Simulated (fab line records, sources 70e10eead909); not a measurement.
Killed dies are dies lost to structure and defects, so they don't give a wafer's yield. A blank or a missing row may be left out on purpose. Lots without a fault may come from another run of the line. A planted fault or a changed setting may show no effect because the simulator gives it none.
Chamber matching | flow nand_harc | NHARC_A_M1_DEP_33 on pecvd-03: 3 sister chambers
The step deposits SiCN, target thk 30 nm. 6 wafers are shown with their chamber, then 8 later ones without.

WAFERS WITH THEIR CHAMBER
wafer  | chamber | showerhead_vpp_V (V) | heater_power_w (W)
L082.5 | 1       | 1377                 | 597
L084.3 | 1       | 1385                 | 526
L084.5 | 0       | 1369                 | 628
L086.2 | 0       | 1367                 | 606
L086.4 | 2       | 1301                 | 696
L091.1 | 2       | 1294                 | 682

WAFERS WITHOUT THEIR CHAMBER
wafer  | showerhead_vpp_V (V) | heater_power_w (W)
L091.2 | 1383                 | 558
L091.3 | 1369                 | 644
L090.1 | 1387                 | 611
L090.3 | 1376                 | 571
L090.4 | 1379                 | 566
L096.1 | 1383                 | 656
L096.3 | 1284                 | 623
L096.4 | 1395                 | 534

WHICH CHAMBER EACH WENT THROUGH
wafer  | from the rows above     | in truth
L091.2 | 1                       | 1
L091.3 | 0                       | 0
L090.1 | 1                       | 1
L090.3 | can't be placed: 1 or 0 | 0
L090.4 | 1                       | 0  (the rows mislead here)
L096.1 | can't be placed: 1 or 0 | 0
L096.3 | 2                       | 2
L096.4 | 1                       | 1
Placed correctly: 5 of 8. Can't be placed from these rows: 2 (the true chamber is among the candidates in 2). Placed wrongly: 1.
How it was worked out, from the rows above alone: a wafer's distance from a chamber is the root of the sum, over the readings, of the square of ((its reading less the chamber's mean) divided by the reading's scatter). The wafer belongs to the nearest chamber; if the next one is less than 2 further off, it can't be placed. A chamber's mean is the mean of its shown wafers. The scatter: the root of (the sum of the squares of (reading less its chamber's mean) over the shown wafers, divided by (wafers less chambers)).
